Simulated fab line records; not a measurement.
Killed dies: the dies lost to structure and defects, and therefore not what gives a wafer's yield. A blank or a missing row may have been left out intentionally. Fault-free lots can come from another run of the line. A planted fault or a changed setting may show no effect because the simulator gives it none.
A single fault, viewed from 2 desks ; flow n5Finfet ; every desk sees just its own numbers, and what lay behind them comes last

THE TOOL OWNER'S DESK: pecvd-03
The tool's own readings at N5_BEOL_M7_ILD_DEP_00 (deposits SiCOH lowk from DEMS/porogen, target thk 179.75 nm, time 33.4 s): means of the sampled wafers that have a number, for each lot that ran on this tool. The brackets show how far a lot's mean lies from the usual mean; more than 4 standard deviations puts the lot out of limits, marked OUT.
Columns: A = heaterPowerW at N5_BEOL_M7_ILD_DEP_00, usual 318 W; B = showerheadPlenumPTorr at N5_BEOL_M7_ILD_DEP_00, usual 5.741 Torr; C = susceptorTempC at N5_BEOL_M7_ILD_DEP_00, usual 299.98 C; D = throttleValvePct at N5_BEOL_M7_ILD_DEP_00, usual 14.1 %
lot;first seen here;A;B;C;D
L222;day 9 04:03;264;5.731;300.04;13.9
L230;day 11 11:00;272;5.741;291.35 (-45) OUT;14.2
L231;day 11 14:34;308;5.751;291.03 (-47) OUT;14.8
This desk's verdict: out of limits on L230, L231, starting with L230 at day 11 11:00 (susceptorTempC at N5_BEOL_M7_ILD_DEP_00). L222: within limits.

AT THE METROLOGY DESK
What the gauges read for every lot (on any tool): the sampled wafers with a number, averaged. The brackets show how far a lot's mean lies from the usual mean; more than 4 standard deviations puts the lot out of limits, marked OUT.
Columns: A = M6_RS at N5_BEOL_M6_RS_MEAS_57, usual 0.289 ohm/sq; B = M7_ILD_THK at N5_BEOL_M7_THK_MEAS_01, usual 156.0 nm
lot;first seen here;A;B
L221;day 9 00:45;0.298;155.0
L222;day 9 03:59;0.290;156.5
L230;day 11 10:56;0.290;165.1 (+4.3) OUT
L231;day 11 14:30;0.300;166.8 (+5.2) OUT
L232;day 11 19:29;0.290;156.4
L234;day 12 03:06;0.296;155.4
L237;day 12 17:29;0.278;156.0
L243;day 14 07:28;0.290;152.8
L240;day 14 08:44;0.281;153.8
L242;day 15 06:50;0.286;155.0
This desk finds L230, L231 out of limits, with the earliest case on L230 at day 11 11:34 (M7_ILD_THK at N5_BEOL_M7_THK_MEAS_01). L221, L222, L232, L234, L237, L243, L240, L242: within limits.

ALL TOGETHER
At day 11 11:00, on L230, L231, the tool owner's desk was in a position to raise an alarm.
The metrology desk could have raised an alarm at day 11 11:34, on L230, L231.
All the named lots went through N5_BEOL_M7_ILD_DEP_00 on pecvd-03.

WHAT WAS PUT IN BY THE SIMULATOR
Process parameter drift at N5_BEOL_M7_ILD_DEP_00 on pecvd-03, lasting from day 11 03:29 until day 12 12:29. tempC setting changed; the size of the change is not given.
Struck lots among those shown: L230, L231.
Counting hours from when the fault started, the first reading out of limits came at 8 for the tool owner's desk and at 8 for the metrology desk.
